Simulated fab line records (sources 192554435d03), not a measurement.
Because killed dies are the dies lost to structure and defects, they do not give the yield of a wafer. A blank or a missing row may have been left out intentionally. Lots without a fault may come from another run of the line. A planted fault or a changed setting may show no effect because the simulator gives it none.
Matching of chambers / flow n5_finfet / 4 sister chambers for N5_GATE_CUT_CMP_61 on cmp-03
The step polishes, stops on SiNx, t overpolish 3 s. 4 wafers are shown with their chamber, then 10 later ones without.

WAFERS WITH THEIR CHAMBER
wafer=L085.6; chamber=0; motor_current_A (A)=13.0
wafer=L086.5; chamber=2; motor_current_A (A)=10.9
wafer=L088.4; chamber=3; motor_current_A (A)=12.0
wafer=L088.5; chamber=1; motor_current_A (A)=12.4

WAFERS WITH NO CHAMBER GIVEN
wafer=L088.6; motor_current_A (A)=12.7
wafer=L092.2; motor_current_A (A)=12.7
wafer=L092.3; motor_current_A (A)=11.2
wafer=L092.6; motor_current_A (A)=11.3
wafer=L094.1; motor_current_A (A)=12.9
wafer=L094.2; motor_current_A (A)=11.2
wafer=L094.6; motor_current_A (A)=11.2
wafer=L096.2; motor_current_A (A)=13.4
wafer=L096.5; motor_current_A (A)=13.2
wafer=L096.6; motor_current_A (A)=12.5

WHICH CHAMBER EACH ONE RAN IN
wafer=L088.6; from the rows above=can't be placed: 1 or 0 or 3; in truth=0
wafer=L092.2; from the rows above=can't be placed: 1 or 0 or 3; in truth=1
wafer=L092.3; from the rows above=can't be placed: 2 or 3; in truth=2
wafer=L092.6; from the rows above=can't be placed: 2 or 3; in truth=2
wafer=L094.1; from the rows above=can't be placed: 0 or 1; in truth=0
wafer=L094.2; from the rows above=can't be placed: 2 or 3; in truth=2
wafer=L094.6; from the rows above=can't be placed: 2 or 3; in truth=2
wafer=L096.2; from the rows above=0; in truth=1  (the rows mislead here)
wafer=L096.5; from the rows above=0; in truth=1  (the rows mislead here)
wafer=L096.6; from the rows above=can't be placed: 1 or 0 or 3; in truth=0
Correct placement for 0 of the 10. From these rows, 8 cannot be placed; in 8 the true chamber is one of the candidates. Wrongly placed: 2.
How it was worked out, from the rows above alone: a wafer's distance from a chamber is the root of the sum, over the readings, of the square of ((its reading less the chamber's mean) divided by the reading's scatter). The wafer belongs to the nearest chamber; if the next one is less than 2 further off, it can't be placed. For every chamber, the mean is computed from those of its wafers that are shown. The scatter (one wafer shown for each chamber): square how far every hidden wafer sits from the nearest shown wafer, average those squares and take the square root.
